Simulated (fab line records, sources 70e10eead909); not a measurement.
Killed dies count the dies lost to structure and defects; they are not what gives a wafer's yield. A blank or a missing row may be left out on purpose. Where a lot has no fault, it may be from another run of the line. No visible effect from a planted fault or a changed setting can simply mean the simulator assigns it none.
Comparing a struck lot with a sound one -- flow nand harc -- 40 out of 1302 route steps
Sound: the wafers L886.1, L886.5, L886.6. Struck: wafer L904.5 (left out: L904.1, L904.3 of the same lot, which were not struck); the cause appears at the end.
At each step with rows: each side's tool, then ch and its chambers, then its first start. Under that, the readings that differ: sound wafers -- struck wafers -- difference of the means -- sigmas: that difference in standard deviations of wafers without a fault.
alike: readings with means less than 2 such deviations apart, plus words and numbers identical on both sides. not compared: withheld readings, readings lacking a value on some wafer, bounds such as >300 that could conceal the same value, and numbers that have no deviation in the record and whose values overlap.
Wherever a step has rows on one side only, a row that says differs or no value, or a row with sigmas, the two part there. When numbers do not overlap yet have no deviation, they are printed without sigmas and do not part them. Lack of a reading on every wafer of one side parts them only where that side has two or more wafers.

first, 4 steps without rows for these wafers: NHARC_P_M1_EBR_05; NHARC_P_M1_EXPOSE_06 (exposes mask P M1, target cd 130 nm); NHARC_P_M1_PEB_07 (peb time 65 s); NHARC_P_M1_DEVELOP_08 (develop time 35 s).
NHARC_P_M1_CD_MEAS_09: the cd target is 130 nm.
  sound on cd sem-03 ch 0, day 6 09:43; struck on cd sem-02 ch 0, day 13 15:02
  alike: cd nm
NHARC_P_M1_OVL_MEAS_10: pitch 260 nm.
  sound: overlay-02 at day 6 09:49; struck: overlay-01 at day 13 15:08
  alike: overlay x nm, overlay y nm
NHARC_P_M1_INSPECT_11:
  sound: defect inspect-01 at day 6 09:50; struck: defect inspect-01 at day 13 15:10
reading,sound,struck,difference,sigmas
raw defect count,12 9 5,1,-8,-2
then, 1 step without rows for these wafers: NHARC_P_M1_DESCUM_14 (chemistry O2, time 3 s).
NHARC_P_M1_ETCH_35: etches the open film in N2/H2, target depth 40 nm, overetch 12 nm, time 43.94 s.
  sound on rie diel-12 ch 0,2,3, day 6 10:01; struck on rie diel-01 ch 1, day 13 15:20
reading,sound,struck,difference,sigmas
n2 flow sccm (sccm),151.0 150.5 149.9,149.1,-1.4,-3
rf vpp V (V),430.1 429.1 430.0,435.2,+5.5,+2
showerhead plenum p Torr (Torr),2.01 1.99 2.03,2.19,+0.18,+2
  alike: drypump motor current A, oes product au, rf fwd power W, throttle valve pct
  not compared: rf hours counter h
then, 1 step without rows for these wafers: NHARC_P_M1_ETCH_15 (etches the open film in C4F8/Ar, target depth 182.5 nm, time 91.2 s).
NHARC_P_M1_CD_MEAS_16:
  sound: cd sem-03 at day 6 10:13; struck: cd sem-01 at day 13 15:34
  alike: cd nm
then, 1 step without rows for these wafers: NHARC_P_M1_STRIP_18 (strips in N2/H2).
NHARC_P_M1_ETCH_28: etches the open film in CF4/N2, target depth 30 nm, time 72.99 s.
  sound on rie diel-01 ch 0,1,3, day 6 10:32; struck on rie diel-01 ch 3, day 13 15:56
  alike: drypump motor current A, n2 flow sccm, oes product au, rf fwd power W, rf vpp V, showerhead plenum p Torr, throttle valve pct
  not compared: rf hours counter h
then, 1 step without rows for these wafers: NHARC_P_M1_STRIP_19 (strips in post etch residue remover, time 600 s).
NHARC_P_M1_DEGAS_29: time 60 s.
  sound: pvd sputter-03 at day 6 10:56; struck: pvd sputter-03 at day 13 16:22
  alike: heater power w
NHARC_P_M1_PRE_CLEAN_30: time 30 s.
  sound on pvd sputter-03; struck on pvd sputter-03
  alike: heater power w
then, 1 step without rows for these wafers: NHARC_P_M1_PVD_20 (deposits TaN, target thk 5 nm, time 8.06 s).
NHARC_P_M1_PVD_21: deposits Cu, target thk 30 nm, time 20.49 s.
  sound on pvd sputter-03; struck on pvd sputter-03
  alike: throttle valve pct
then, 3 steps without rows for these wafers: NHARC_P_M1_ECD_22 (material Cu, target thk 400 nm); NHARC_P_M1_ANNEAL_31 (time 90 s); NHARC_P_M1_CMP_23 (polishes, t overpolish 20 s, target thk 157.82 nm).
NHARC_P_M1_THK_MEAS_24: measures by xrf.
  sound: film metro-02 at day 6 12:19; struck: film metro-01 at day 13 17:46
  alike: thk nm
then, 13 steps without rows for these wafers: NHARC_P_M1_SRD_25; NHARC_P_M1_PRE_CLEAN_32 (time 12 s); NHARC_P_M1_DEP_33 (deposits SiCN, target thk 30 nm); NHARC_P_M2_DEP_00 (deposits SiOC, target thk 182.5 nm); NHARC_P_M2_DEHYDRATE_01 (time 120 s); NHARC_P_M2_HMDS_02 (time 30 s); NHARC_P_M2_COAT_34 (time 65 s); NHARC_P_M2_COAT_03 (resist thk 90 nm); NHARC_P_M2_SOFTBAKE_04 (time 55 s); NHARC_P_M2_EBR_05; NHARC_P_M2_EXPOSE_06 (exposes mask P M2, target cd 170 nm); NHARC_P_M2_PEB_07 (peb time 65 s); NHARC_P_M2_DEVELOP_08 (develop time 35 s).
NHARC_P_M2_CD_MEAS_09: the cd target is 170 nm.
  sound on cd sem-03 ch 0, day 6 13:53; struck on cd sem-01 ch 0, day 13 19:22
  alike: cd nm
NHARC_P_M2_OVL_MEAS_10: pitch 340 nm.
  sound: overlay-02 at day 6 13:58; struck: overlay-02 at day 13 19:27
reading,sound,struck,difference,sigmas
overlay y nm (nm),0.6 0.4 0.0,-2.0,-2.3,-3
  alike: overlay x nm
NHARC_P_M2_DESCUM_14: chemistry O2, time 3 s.
  sound on rie diel-02 ch 0,3, day 6 14:05; struck on rie diel-02 ch 0, day 13 19:32
  alike: drypump motor current A, oes product au, rf vpp V, showerhead plenum p Torr, throttle valve pct
  not compared: rf hours counter h
then, 1 step without rows for these wafers: NHARC_P_M2_ETCH_35 (etches the open film in N2/H2, target depth 40 nm, overetch 12 nm, time 43.94 s).
-- the record jumps here: 18 days lie between the struck wafers' starts before and after (it left off in module P_M2 and takes up again in module END, whose first step shown is number 1302 of the route) --
NHARC_END_SORT_01:
  sound on prober-02 ch 0, day 24 16:50; struck on prober-02 ch 0, day 31 21:24
reading,sound,struck,difference,sigmas
defect limited yield (%),94.8 94.7 92.3,83.2,-10.7,-4
killed at periphery,6 7 5,63,+57,+18
killed dies,35 36 52,114,+73,+4
sort_bin_2_pct (%),1.3 1.8 2.4,5.5,+3.7,+3
sort_bin_3_pct (%),0.6 0.3 0.9,5.2,+4.6,+11
sort n pass,642 641 625,563,-73,-4
sort rim yield pct (%),92 87 95,82,-9,-2
sort yield pct (%),94.8 94.7 92.3,83.2,-10.7,-4
  alike: killed at array, killed at other, killed open, killed short, sort_bin_4_pct

## WHERE THEY PART
First at NHARC_P_M1_INSPECT_11; last, within this record, at NHARC_END_SORT_01.

WHY: what had been put in by the simulator
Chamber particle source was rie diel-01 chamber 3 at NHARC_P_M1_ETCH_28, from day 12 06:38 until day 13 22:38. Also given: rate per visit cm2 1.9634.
